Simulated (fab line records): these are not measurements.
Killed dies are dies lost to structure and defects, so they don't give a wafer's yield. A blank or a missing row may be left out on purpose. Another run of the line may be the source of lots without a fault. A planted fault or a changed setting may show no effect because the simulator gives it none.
Which tool was responsible? / flow n5Finfet / 22 lots, 66 wafers sampled, at 5 steps of a route of 1938

## WHAT THE GAUGES READ, wafer by wafer
N5_BEOL_M5_OVL_MEAS_29. Usual: for V4_OVL the level is -0.1 nm and the standard deviation is 0.58.
lot=L074; measured=day 8 18:02; on=overlay-02; V4_OVL (nm)=0.1 -0.7 -0.7; flag=
lot=L075; measured=day 8 10:59; on=overlay-01; V4_OVL (nm)=0.4 -0.6 -0.2; flag=
lot=L076; measured=day 9 08:47; on=overlay-02; V4_OVL (nm)=-0.2 -0.7 0.5; flag=
lot=L077; measured=day 9 11:07; on=overlay-01; V4_OVL (nm)=0.2 0.2 0.3; flag=
lot=L078; measured=day 9 18:58; on=overlay-01; V4_OVL (nm)=0.5 -0.3 -1.0; flag=
lot=L080; measured=day 9 21:08; on=overlay-01; V4_OVL (nm)=-0.6 -0.5 -0.5; flag=
lot=L079; measured=day 9 23:49; on=overlay-01; V4_OVL (nm)=-0.1 0.2 -0.1; flag=
lot=L081; measured=day 10 13:08; on=overlay-02; V4_OVL (nm)=1.2 1.1 0.4; flag=
lot=L082; measured=day 10 16:19; on=overlay-02; V4_OVL (nm)=0.4 -0.5 0.7; flag=
lot=L083; measured=day 11 13:45; on=overlay-01; V4_OVL (nm)=0.0 0.0 0.0; flag=
lot=L084; measured=day 11 16:36; on=overlay-02; V4_OVL (nm)=0.2 0.2 -0.6; flag=
lot=L086; measured=day 11 16:38; on=overlay-01; V4_OVL (nm)=-1.4 -0.2 -0.8; flag=
lot=L085; measured=day 11 21:50; on=overlay-01; V4_OVL (nm)=0.4 0.0 1.2; flag=
lot=L087; measured=day 12 11:35; on=overlay-01; V4_OVL (nm)=0.0 0.1 0.9; flag=
lot=L088; measured=day 12 09:20; on=overlay-02; V4_OVL (nm)=-0.6 -0.1 -0.2; flag=
lot=L089; measured=day 12 21:49; on=overlay-02; V4_OVL (nm)=-0.9 0.2 -0.1; flag=
lot=L092; measured=day 13 15:41; on=overlay-02; V4_OVL (nm)=-0.5 -0.6 -0.2; flag=
lot=L094; measured=day 13 18:54; on=overlay-02; V4_OVL (nm)=0.1 0.8 0.8; flag=
lot=L095; measured=day 13 22:08; on=overlay-01; V4_OVL (nm)=0.2 -0.1 -0.7; flag=
lot=L093; measured=day 14 11:05; on=overlay-01; V4_OVL (nm)=-1.5 0.0 -0.3; flag=
lot=L096; measured=day 14 14:23; on=overlay-01; V4_OVL (nm)=-0.2 -0.5 -0.1; flag=
lot=L097; measured=day 14 18:38; on=overlay-02; V4_OVL (nm)=0.4 -0.3 0.0; flag=

## WHICH TOOL RAN EACH LOT (tool, then ch and the chambers of the sampled wafers, then the start)
lot=L074; N5_BEOL_M4_ALD_84=aldMetal-03 ch 0,1, day 8 01:23; N5_BEOL_M4_SURFACE_TREAT_85=pvdSputter-01, day 8 01:40; N5_BEOL_M5_ETCH_72=rieDiel-02 ch 0,1,3, day 8 12:41; N5_BEOL_M5_HM_OPEN_17=rieMetal-01 ch 0,1, day 8 12:56
lot=L075; N5_BEOL_M4_ALD_84=aldMetal-03 ch 1,2,3, day 8 01:35; N5_BEOL_M4_SURFACE_TREAT_85=pvdSputter-01, day 8 01:49; N5_BEOL_M5_ETCH_72=rieDiel-06 ch 0,1,2, day 8 09:56; N5_BEOL_M5_HM_OPEN_17=rieMetal-03 ch 1, day 8 10:10
lot=L076; N5_BEOL_M4_ALD_84=aldMetal-01 ch 0,3, day 9 00:25; N5_BEOL_M4_SURFACE_TREAT_85=pvdSputter-01, day 9 00:42; N5_BEOL_M5_ETCH_72=rieDiel-02 ch 0,1,2, day 9 07:13; N5_BEOL_M5_HM_OPEN_17=rieMetal-01 ch 0,1, day 9 07:26
lot=L077; N5_BEOL_M4_ALD_84=aldMetal-02 ch 1,2,3, day 9 03:28; N5_BEOL_M4_SURFACE_TREAT_85=pvdSputter-03, day 9 03:41; N5_BEOL_M5_ETCH_72=rieDiel-02 ch 0,2,3, day 9 10:20; N5_BEOL_M5_HM_OPEN_17=rieMetal-03 ch 0,1, day 9 10:32
lot=L078; N5_BEOL_M4_ALD_84=aldMetal-01 ch 1,2,3, day 9 11:34; N5_BEOL_M4_SURFACE_TREAT_85=pvdSputter-02, day 9 11:50; N5_BEOL_M5_ETCH_72=rieDiel-03 ch 0,1,3, day 9 17:40; N5_BEOL_M5_HM_OPEN_17=rieMetal-02 ch 0,1, day 9 17:53
lot=L080; N5_BEOL_M4_ALD_84=aldMetal-02 ch 0,3, day 9 11:39; N5_BEOL_M4_SURFACE_TREAT_85=pvdSputter-02, day 9 11:59; N5_BEOL_M5_ETCH_72=rieDiel-03 ch 0,1,3, day 9 20:10; N5_BEOL_M5_HM_OPEN_17=rieMetal-03 ch 0,1, day 9 20:22
lot=L079; N5_BEOL_M4_ALD_84=aldMetal-02 ch 0,2,3, day 9 16:40; N5_BEOL_M4_SURFACE_TREAT_85=pvdSputter-03, day 9 16:56; N5_BEOL_M5_ETCH_72=rieDiel-06 ch 0,3, day 9 23:03; N5_BEOL_M5_HM_OPEN_17=rieMetal-03 ch 0,1, day 9 23:16
lot=L081; N5_BEOL_M4_ALD_84=aldMetal-02 ch 0,2,3, day 10 04:37; N5_BEOL_M4_SURFACE_TREAT_85=pvdSputter-03, day 10 04:57; N5_BEOL_M5_ETCH_72=rieDiel-02 ch 2,3, day 10 11:38; N5_BEOL_M5_HM_OPEN_17=rieMetal-03 ch 0,1, day 10 11:53
lot=L082; N5_BEOL_M4_ALD_84=aldMetal-01 ch 1,2,3, day 10 08:31; N5_BEOL_M4_SURFACE_TREAT_85=pvdSputter-01, day 10 08:46; N5_BEOL_M5_ETCH_72=rieDiel-06 ch 2,3, day 10 15:04; N5_BEOL_M5_HM_OPEN_17=rieMetal-03 ch 0,1, day 10 15:17
lot=L083; N5_BEOL_M4_ALD_84=aldMetal-02 ch 0,3, day 11 05:47; N5_BEOL_M4_SURFACE_TREAT_85=pvdSputter-02, day 11 06:05; N5_BEOL_M5_ETCH_72=rieDiel-06 ch 1,2, day 11 12:57; N5_BEOL_M5_HM_OPEN_17=rieMetal-02 ch 0,1, day 11 13:13
lot=L084; N5_BEOL_M4_ALD_84=aldMetal-03 ch 1,2, day 11 08:47; N5_BEOL_M4_SURFACE_TREAT_85=pvdSputter-03, day 11 09:02; N5_BEOL_M5_ETCH_72=rieDiel-06 ch 0,1,2, day 11 15:03; N5_BEOL_M5_HM_OPEN_17=rieMetal-03 ch 0,1, day 11 15:17
lot=L086; N5_BEOL_M4_ALD_84=aldMetal-01 ch 0,1, day 11 08:52; N5_BEOL_M4_SURFACE_TREAT_85=pvdSputter-02, day 11 09:09; N5_BEOL_M5_ETCH_72=rieDiel-02 ch 1,2,3, day 11 15:17; N5_BEOL_M5_HM_OPEN_17=rieMetal-03 ch 0,1, day 11 15:30
lot=L085; N5_BEOL_M4_ALD_84=aldMetal-01 ch 1,2, day 11 12:09; N5_BEOL_M4_SURFACE_TREAT_85=pvdSputter-01, day 11 12:33; N5_BEOL_M5_ETCH_72=rieDiel-06 ch 0,1,2, day 11 18:28; N5_BEOL_M5_HM_OPEN_17=rieMetal-02 ch 0,1, day 11 18:43
lot=L087; N5_BEOL_M4_ALD_84=aldMetal-01 ch 0,1,3, day 12 00:13; N5_BEOL_M4_SURFACE_TREAT_85=pvdSputter-01, day 12 00:32; N5_BEOL_M5_ETCH_72=rieDiel-02 ch 0,2, day 12 10:24; N5_BEOL_M5_HM_OPEN_17=rieMetal-02 ch 0,1, day 12 10:37
lot=L088; N5_BEOL_M4_ALD_84=aldMetal-02 ch 0,1, day 12 00:14; N5_BEOL_M4_SURFACE_TREAT_85=pvdSputter-01, day 12 00:35; N5_BEOL_M5_ETCH_72=rieDiel-03 ch 1,3, day 12 06:17; N5_BEOL_M5_HM_OPEN_17=rieMetal-02 ch 1, day 12 06:30
lot=L089; N5_BEOL_M4_ALD_84=aldMetal-02 ch 0,1,3, day 12 11:39; N5_BEOL_M4_SURFACE_TREAT_85=pvdSputter-03, day 12 12:05; N5_BEOL_M5_ETCH_72=rieDiel-06 ch 0,1,2, day 12 21:05; N5_BEOL_M5_HM_OPEN_17=rieMetal-03 ch 0,1, day 12 21:17
lot=L092; N5_BEOL_M4_ALD_84=aldMetal-02 ch 0,3, day 13 05:13; N5_BEOL_M4_SURFACE_TREAT_85=pvdSputter-01, day 13 06:45; N5_BEOL_M5_ETCH_72=rieDiel-02 ch 0,1, day 13 13:50; N5_BEOL_M5_HM_OPEN_17=rieMetal-01 ch 0,1, day 13 14:05
lot=L094; N5_BEOL_M4_ALD_84=aldMetal-03 ch 0,1,3, day 13 11:02; N5_BEOL_M4_SURFACE_TREAT_85=pvdSputter-02, day 13 11:16; N5_BEOL_M5_ETCH_72=rieDiel-06 ch 0,2,3, day 13 17:26; N5_BEOL_M5_HM_OPEN_17=rieMetal-03 ch 0,1, day 13 17:39
lot=L095; N5_BEOL_M4_ALD_84=aldMetal-03 ch 0,2,3, day 13 14:21; N5_BEOL_M4_SURFACE_TREAT_85=pvdSputter-03, day 13 14:35; N5_BEOL_M5_ETCH_72=rieDiel-03 ch 0,1, day 13 21:07; N5_BEOL_M5_HM_OPEN_17=rieMetal-02 ch 0,1, day 13 21:22
lot=L093; N5_BEOL_M4_ALD_84=aldMetal-02 ch 0,1, day 14 03:48; N5_BEOL_M4_SURFACE_TREAT_85=pvdSputter-03, day 14 04:03; N5_BEOL_M5_ETCH_72=rieDiel-06 ch 2,3, day 14 10:12; N5_BEOL_M5_HM_OPEN_17=rieMetal-01 ch 0,1, day 14 10:25
lot=L096; N5_BEOL_M4_ALD_84=aldMetal-03 ch 2,3, day 14 06:16; N5_BEOL_M4_SURFACE_TREAT_85=pvdSputter-03, day 14 06:32; N5_BEOL_M5_ETCH_72=rieDiel-06 ch 1,2, day 14 12:40; N5_BEOL_M5_HM_OPEN_17=rieMetal-02 ch 0,1, day 14 12:53
lot=L097; N5_BEOL_M4_ALD_84=aldMetal-03 ch 1,2,3, day 14 06:33; N5_BEOL_M4_SURFACE_TREAT_85=pvdSputter-02, day 14 06:48; N5_BEOL_M5_ETCH_72=rieDiel-03 ch 0,2,3, day 14 14:58; N5_BEOL_M5_HM_OPEN_17=rieMetal-03 ch 0,1, day 14 15:10
- N5_BEOL_M4_ALD_84: deposits TaN, pulse time 2 s, purge time 3 s, co reactant purge time 2 s.
- N5_BEOL_M4_SURFACE_TREAT_85
- N5_BEOL_M5_ETCH_72: etches underlayer in N2/H2, target depth 6.5 nm, time 5.2 s.
- N5_BEOL_M5_HM_OPEN_17: chemistry Cl2/BCl3, target TiN, target depth 20 nm, overetch 6 nm.

## WHAT THE TOOLS THEMSELVES READ (means of the sampled wafers that have a number; where no wafer has one, the mark that the record gives instead)
N5_BEOL_M4_ALD_84. Usual: chamberPressureTorr 3.000 Torr, standard deviation 0.0068; heaterPowerW 425 W, standard deviation 47.
lot=L074; tool=aldMetal-03; chamberPressureTorr (Torr)=2.994; heaterPowerW (W)=441; flag=
lot=L075; tool=aldMetal-03; chamberPressureTorr (Torr)=2.999; heaterPowerW (W)=395; flag=
lot=L076; tool=aldMetal-01; chamberPressureTorr (Torr)=2.997; heaterPowerW (W)=402; flag=
lot=L077; tool=aldMetal-02; chamberPressureTorr (Torr)=3.000; heaterPowerW (W)=428; flag=
lot=L078; tool=aldMetal-01; chamberPressureTorr (Torr)=3.003; heaterPowerW (W)=429; flag=
lot=L080; tool=aldMetal-02; chamberPressureTorr (Torr)=2.998; heaterPowerW (W)=479; flag=
lot=L079; tool=aldMetal-02; chamberPressureTorr (Torr)=3.005; heaterPowerW (W)=438; flag=
lot=L081; tool=aldMetal-02; chamberPressureTorr (Torr)=3.000; heaterPowerW (W)=441; flag=
lot=L082; tool=aldMetal-01; chamberPressureTorr (Torr)=2.997; heaterPowerW (W)=429; flag=
lot=L083; tool=aldMetal-02; chamberPressureTorr (Torr)=3.000; heaterPowerW (W)=482; flag=
lot=L084; tool=aldMetal-03; chamberPressureTorr (Torr)=3.002; heaterPowerW (W)=393; flag=
lot=L086; tool=aldMetal-01; chamberPressureTorr (Torr)=3.004; heaterPowerW (W)=470; flag=
lot=L085; tool=aldMetal-01; chamberPressureTorr (Torr)=3.001; heaterPowerW (W)=464; flag=
lot=L087; tool=aldMetal-01; chamberPressureTorr (Torr)=2.999; heaterPowerW (W)=434; flag=
lot=L088; tool=aldMetal-02; chamberPressureTorr (Torr)=3.001; heaterPowerW (W)=382; flag=
lot=L089; tool=aldMetal-02; chamberPressureTorr (Torr)=2.992; heaterPowerW (W)=439; flag=
lot=L092; tool=aldMetal-02; chamberPressureTorr (Torr)=2.996; heaterPowerW (W)=483; flag=
lot=L094; tool=aldMetal-03; chamberPressureTorr (Torr)=2.999; heaterPowerW (W)=420; flag=
lot=L095; tool=aldMetal-03; chamberPressureTorr (Torr)=2.993; heaterPowerW (W)=418; flag=
lot=L093; tool=aldMetal-02; chamberPressureTorr (Torr)=2.998; heaterPowerW (W)=380; flag=
lot=L096; tool=aldMetal-03; chamberPressureTorr (Torr)=2.997; heaterPowerW (W)=400; flag=
lot=L097; tool=aldMetal-03; chamberPressureTorr (Torr)=3.004; heaterPowerW (W)=400; flag=

N5_BEOL_M4_SURFACE_TREAT_85. Usual: arFlowSccm 30.01 sccm, standard deviation 0.08.
lot=L074; tool=pvdSputter-01; arFlowSccm (sccm)=30.11; flag=
lot=L075; tool=pvdSputter-01; arFlowSccm (sccm)=29.97; flag=
lot=L076; tool=pvdSputter-01; arFlowSccm (sccm)=30.02; flag=
lot=L077; tool=pvdSputter-03; arFlowSccm (sccm)=29.96; flag=
lot=L078; tool=pvdSputter-02; arFlowSccm (sccm)=30.06; flag=
lot=L080; tool=pvdSputter-02; arFlowSccm (sccm)=30.07; flag=
lot=L079; tool=pvdSputter-03; arFlowSccm (sccm)=30.01; flag=
lot=L081; tool=pvdSputter-03; arFlowSccm (sccm)=29.97; flag=
lot=L082; tool=pvdSputter-01; arFlowSccm (sccm)=30.03; flag=
lot=L083; tool=pvdSputter-02; arFlowSccm (sccm)=29.96; flag=
lot=L084; tool=pvdSputter-03; arFlowSccm (sccm)=30.05; flag=
lot=L086; tool=pvdSputter-02; arFlowSccm (sccm)=30.04; flag=
lot=L085; tool=pvdSputter-01; arFlowSccm (sccm)=30.02; flag=
lot=L087; tool=pvdSputter-01; arFlowSccm (sccm)=29.99; flag=
lot=L088; tool=pvdSputter-01; arFlowSccm (sccm)=30.01; flag=
lot=L089; tool=pvdSputter-03; arFlowSccm (sccm)=29.92; flag=
lot=L092; tool=pvdSputter-01; arFlowSccm (sccm)=30.06; flag=
lot=L094; tool=pvdSputter-02; arFlowSccm (sccm)=30.07; flag=
lot=L095; tool=pvdSputter-03; arFlowSccm (sccm)=29.97; flag=
lot=L093; tool=pvdSputter-03; arFlowSccm (sccm)=29.96; flag=
lot=L096; tool=pvdSputter-03; arFlowSccm (sccm)=29.96; flag=
lot=L097; tool=pvdSputter-02; arFlowSccm (sccm)=30.11; flag=

N5_BEOL_M5_ETCH_72. Usual: biasW 149.9 W, standard deviation 0.45; drypumpMotorCurrentA 5.7 A, standard deviation 0.4; etchRfOnTimeS 5.21 s, standard deviation 0.14; oesProductAu 0.66 a.u., standard deviation 0.071; rfVppV 524.7 V, standard deviation 2.3; showerheadPlenumPTorr 2.58 Torr, standard deviation 0.071; throttleValvePct 17.89 %, standard deviation 0.22.
lot=L074; tool=rieDiel-02; biasW (W)=149.8; drypumpMotorCurrentA (A)=6.1; etchRfOnTimeS (s)=5.06; oesProductAu (a.u.)=0.63; rfVppV (V)=521.7; showerheadPlenumPTorr (Torr)=2.53; throttleValvePct (%)=17.84; flag=
lot=L075; tool=rieDiel-06; biasW (W)=150.2; drypumpMotorCurrentA (A)=5.8; etchRfOnTimeS (s)=5.20; oesProductAu (a.u.)=0.66; rfVppV (V)=525.9; showerheadPlenumPTorr (Torr)=2.62; throttleValvePct (%)=17.89; flag=
lot=L076; tool=rieDiel-02; biasW (W)=150.2; drypumpMotorCurrentA (A)=5.9; etchRfOnTimeS (s)=5.16; oesProductAu (a.u.)=0.63; rfVppV (V)=523.9; showerheadPlenumPTorr (Torr)=2.54; throttleValvePct (%)=17.91; flag=
lot=L077; tool=rieDiel-02; biasW (W)=150.0; drypumpMotorCurrentA (A)=5.8; etchRfOnTimeS (s)=5.24; oesProductAu (a.u.)=0.61; rfVppV (V)=524.2; showerheadPlenumPTorr (Torr)=2.56; throttleValvePct (%)=18.00; flag=
lot=L078; tool=rieDiel-03; biasW (W)=149.6; drypumpMotorCurrentA (A)=5.5; etchRfOnTimeS (s)=5.38; oesProductAu (a.u.)=0.62; rfVppV (V)=521.5; showerheadPlenumPTorr (Torr)=2.56; throttleValvePct (%)=17.96; flag=
lot=L080; tool=rieDiel-03; biasW (W)=150.2; drypumpMotorCurrentA (A)=5.4; etchRfOnTimeS (s)=5.36; oesProductAu (a.u.)=0.61; rfVppV (V)=525.1; showerheadPlenumPTorr (Torr)=2.56; throttleValvePct (%)=17.97; flag=
lot=L079; tool=rieDiel-06; biasW (W)=149.5; drypumpMotorCurrentA (A)=5.6; etchRfOnTimeS (s)=5.10; oesProductAu (a.u.)=0.65; rfVppV (V)=525.1; showerheadPlenumPTorr (Torr)=2.61; throttleValvePct (%)=18.01; flag=
lot=L081; tool=rieDiel-02; biasW (W)=149.9; drypumpMotorCurrentA (A)=5.4; etchRfOnTimeS (s)=5.09; oesProductAu (a.u.)=0.61; rfVppV (V)=525.4; showerheadPlenumPTorr (Torr)=2.61; throttleValvePct (%)=17.93; flag=
lot=L082; tool=rieDiel-06; biasW (W)=149.8; drypumpMotorCurrentA (A)=5.8; etchRfOnTimeS (s)=5.04; oesProductAu (a.u.)=0.62; rfVppV (V)=527.1; showerheadPlenumPTorr (Torr)=2.63; throttleValvePct (%)=18.12; flag=
lot=L083; tool=rieDiel-06; biasW (W)=149.8; drypumpMotorCurrentA (A)=6.0; etchRfOnTimeS (s)=5.18; oesProductAu (a.u.)=0.64; rfVppV (V)=527.1; showerheadPlenumPTorr (Torr)=2.63; throttleValvePct (%)=18.04; flag=
lot=L084; tool=rieDiel-06; biasW (W)=149.8; drypumpMotorCurrentA (A)=5.8; etchRfOnTimeS (s)=5.23; oesProductAu (a.u.)=0.64; rfVppV (V)=526.2; showerheadPlenumPTorr (Torr)=2.61; throttleValvePct (%)=17.96; flag=
lot=L086; tool=rieDiel-02; biasW (W)=149.9; drypumpMotorCurrentA (A)=5.6; etchRfOnTimeS (s)=5.15; oesProductAu (a.u.)=0.62; rfVppV (V)=523.8; showerheadPlenumPTorr (Torr)=2.59; throttleValvePct (%)=17.85; flag=
lot=L085; tool=rieDiel-06; biasW (W)=150.3; drypumpMotorCurrentA (A)=5.7; etchRfOnTimeS (s)=5.26; oesProductAu (a.u.)=0.64; rfVppV (V)=525.0; showerheadPlenumPTorr (Torr)=2.61; throttleValvePct (%)=17.94; flag=
lot=L087; tool=rieDiel-02; biasW (W)=150.3; drypumpMotorCurrentA (A)=5.6; etchRfOnTimeS (s)=5.30; oesProductAu (a.u.)=0.60; rfVppV (V)=524.6; showerheadPlenumPTorr (Torr)=2.56; throttleValvePct (%)=18.11; flag=
lot=L088; tool=rieDiel-03; biasW (W)=149.9; drypumpMotorCurrentA (A)=5.5; etchRfOnTimeS (s)=5.23; oesProductAu (a.u.)=0.74; rfVppV (V)=523.2; showerheadPlenumPTorr (Torr)=2.49; throttleValvePct (%)=17.68; flag=
lot=L089; tool=rieDiel-06; biasW (W)=149.8; drypumpMotorCurrentA (A)=5.8; etchRfOnTimeS (s)=5.31; oesProductAu (a.u.)=0.63; rfVppV (V)=525.9; showerheadPlenumPTorr (Torr)=2.60; throttleValvePct (%)=17.96; flag=
lot=L092; tool=rieDiel-02; biasW (W)=150.3; drypumpMotorCurrentA (A)=6.2; etchRfOnTimeS (s)=5.06; oesProductAu (a.u.)=0.70; rfVppV (V)=525.4; showerheadPlenumPTorr (Torr)=2.61; throttleValvePct (%)=17.66; flag=
lot=L094; tool=rieDiel-06; biasW (W)=150.2; drypumpMotorCurrentA (A)=5.7; etchRfOnTimeS (s)=5.15; oesProductAu (a.u.)=0.70; rfVppV (V)=525.2; showerheadPlenumPTorr (Torr)=2.61; throttleValvePct (%)=17.83; flag=
lot=L095; tool=rieDiel-03; biasW (W)=149.8; drypumpMotorCurrentA (A)=5.4; etchRfOnTimeS (s)=5.31; oesProductAu (a.u.)=0.68; rfVppV (V)=525.7; showerheadPlenumPTorr (Torr)=2.59; throttleValvePct (%)=17.82; flag=
lot=L093; tool=rieDiel-06; biasW (W)=150.1; drypumpMotorCurrentA (A)=5.8; etchRfOnTimeS (s)=5.05; oesProductAu (a.u.)=0.73; rfVppV (V)=525.2; showerheadPlenumPTorr (Torr)=2.62; throttleValvePct (%)=17.82; flag=
lot=L096; tool=rieDiel-06; biasW (W)=149.5; drypumpMotorCurrentA (A)=5.9; etchRfOnTimeS (s)=5.19; oesProductAu (a.u.)=0.77; rfVppV (V)=525.8; showerheadPlenumPTorr (Torr)=2.61; throttleValvePct (%)=17.70; flag=
lot=L097; tool=rieDiel-03; biasW (W)=149.7; drypumpMotorCurrentA (A)=5.6; etchRfOnTimeS (s)=5.22; oesProductAu (a.u.)=0.66; rfVppV (V)=524.9; showerheadPlenumPTorr (Torr)=2.54; throttleValvePct (%)=17.91; flag=

N5_BEOL_M5_HM_OPEN_17. Usual: biasW 126.1 W, standard deviation 0.4; drypumpMotorCurrentA 5.92 A, standard deviation 0.2; mfcArSccm 25.00 sccm, standard deviation 0.08; oesProductAu 0.70 a.u., standard deviation 0.081; throttleValvePct 21.99 %, standard deviation 0.16.
lot=L074; tool=rieMetal-01; biasW (W)=125.8; drypumpMotorCurrentA (A)=5.96; mfcArSccm (sccm)=25.05; oesProductAu (a.u.)=0.56; throttleValvePct (%)=22.12; flag=
lot=L075; tool=rieMetal-03; biasW (W)=126.1; drypumpMotorCurrentA (A)=5.74; mfcArSccm (sccm)=25.15; oesProductAu (a.u.)=0.74; throttleValvePct (%)=21.84; flag=
lot=L076; tool=rieMetal-01; biasW (W)=126.3; drypumpMotorCurrentA (A)=5.95; mfcArSccm (sccm)=25.00; oesProductAu (a.u.)=0.55; throttleValvePct (%)=22.12; flag=
lot=L077; tool=rieMetal-03; biasW (W)=125.7; drypumpMotorCurrentA (A)=5.93; mfcArSccm (sccm)=24.94; oesProductAu (a.u.)=0.80; throttleValvePct (%)=21.96; flag=
lot=L078; tool=rieMetal-02; biasW (W)=125.9; drypumpMotorCurrentA (A)=6.00; mfcArSccm (sccm)=24.95; oesProductAu (a.u.)=0.66; throttleValvePct (%)=22.05; flag=
lot=L080; tool=rieMetal-03; biasW (W)=125.6; drypumpMotorCurrentA (A)=5.91; mfcArSccm (sccm)=24.93; oesProductAu (a.u.)=0.79; throttleValvePct (%)=21.97; flag=
lot=L079; tool=rieMetal-03; biasW (W)=125.7; drypumpMotorCurrentA (A)=5.84; mfcArSccm (sccm)=24.98; oesProductAu (a.u.)=0.75; throttleValvePct (%)=21.90; flag=
lot=L081; tool=rieMetal-03; biasW (W)=126.2; drypumpMotorCurrentA (A)=5.92; mfcArSccm (sccm)=24.98; oesProductAu (a.u.)=0.77; throttleValvePct (%)=21.98; flag=
lot=L082; tool=rieMetal-03; biasW (W)=126.5; drypumpMotorCurrentA (A)=5.93; mfcArSccm (sccm)=25.06; oesProductAu (a.u.)=0.78; throttleValvePct (%)=21.96; flag=
lot=L083; tool=rieMetal-02; biasW (W)=126.1; drypumpMotorCurrentA (A)=6.00; mfcArSccm (sccm)=24.92; oesProductAu (a.u.)=0.64; throttleValvePct (%)=22.05; flag=
lot=L084; tool=rieMetal-03; biasW (W)=126.4; drypumpMotorCurrentA (A)=5.84; mfcArSccm (sccm)=25.00; oesProductAu (a.u.)=0.73; throttleValvePct (%)=21.90; flag=
lot=L086; tool=rieMetal-03; biasW (W)=126.0; drypumpMotorCurrentA (A)=5.91; mfcArSccm (sccm)=25.06; oesProductAu (a.u.)=0.76; throttleValvePct (%)=21.97; flag=
lot=L085; tool=rieMetal-02; biasW (W)=126.3; drypumpMotorCurrentA (A)=5.84; mfcArSccm (sccm)=25.07; oesProductAu (a.u.)=0.65; throttleValvePct (%)=22.15; flag=
lot=L087; tool=rieMetal-02; biasW (W)=126.3; drypumpMotorCurrentA (A)=5.85; mfcArSccm (sccm)=24.98; oesProductAu (a.u.)=0.66; throttleValvePct (%)=22.13; flag=
lot=L088; tool=rieMetal-02; biasW (W)=125.7; drypumpMotorCurrentA (A)=6.14; mfcArSccm (sccm)=25.02; oesProductAu (a.u.)=0.63; throttleValvePct (%)=21.96; flag=
lot=L089; tool=rieMetal-03; biasW (W)=126.0; drypumpMotorCurrentA (A)=5.91; mfcArSccm (sccm)=25.04; oesProductAu (a.u.)=0.74; throttleValvePct (%)=21.98; flag=
lot=L092; tool=rieMetal-01; biasW (W)=126.1; drypumpMotorCurrentA (A)=6.08; mfcArSccm (sccm)=25.04; oesProductAu (a.u.)=0.64; throttleValvePct (%)=22.00; flag=
lot=L094; tool=rieMetal-03; biasW (W)=125.8; drypumpMotorCurrentA (A)=5.92; mfcArSccm (sccm)=25.03; oesProductAu (a.u.)=0.73; throttleValvePct (%)=21.99; flag=
lot=L095; tool=rieMetal-02; biasW (W)=126.3; drypumpMotorCurrentA (A)=5.99; mfcArSccm (sccm)=25.00; oesProductAu (a.u.)=0.65; throttleValvePct (%)=22.04; flag=
lot=L093; tool=rieMetal-01; biasW (W)=126.4; drypumpMotorCurrentA (A)=6.06; mfcArSccm (sccm)=24.95; oesProductAu (a.u.)=0.63; throttleValvePct (%)=22.00; flag=
lot=L096; tool=rieMetal-02; biasW (W)=126.2; drypumpMotorCurrentA (A)=5.99; mfcArSccm (sccm)=24.96; oesProductAu (a.u.)=0.63; throttleValvePct (%)=22.06; flag=
lot=L097; tool=rieMetal-03; biasW (W)=126.3; drypumpMotorCurrentA (A)=5.94; mfcArSccm (sccm)=25.04; oesProductAu (a.u.)=0.73; throttleValvePct (%)=21.99; flag=

## THE ANSWER, worked out from the rows above alone
Rule: a lot is off if the mean of its wafers that have a number lies more than 3 standard deviations from the usual mean. A lot without any number at a reading at which 4 lots or more have one is off too. All remaining lots with rows at the step are treated as sound. First the gauges in route order, then the tools' own readings, where a lot's mean is used as printed above. The first step at which some lot is off is used, and at that step the reading that is off furthest; a lot without a number counts as furthest.
No lot is off on any of the readings shown, so nothing can be concluded from this.

## WHAT HAD BEEN PUT IN BY THE SIMULATOR
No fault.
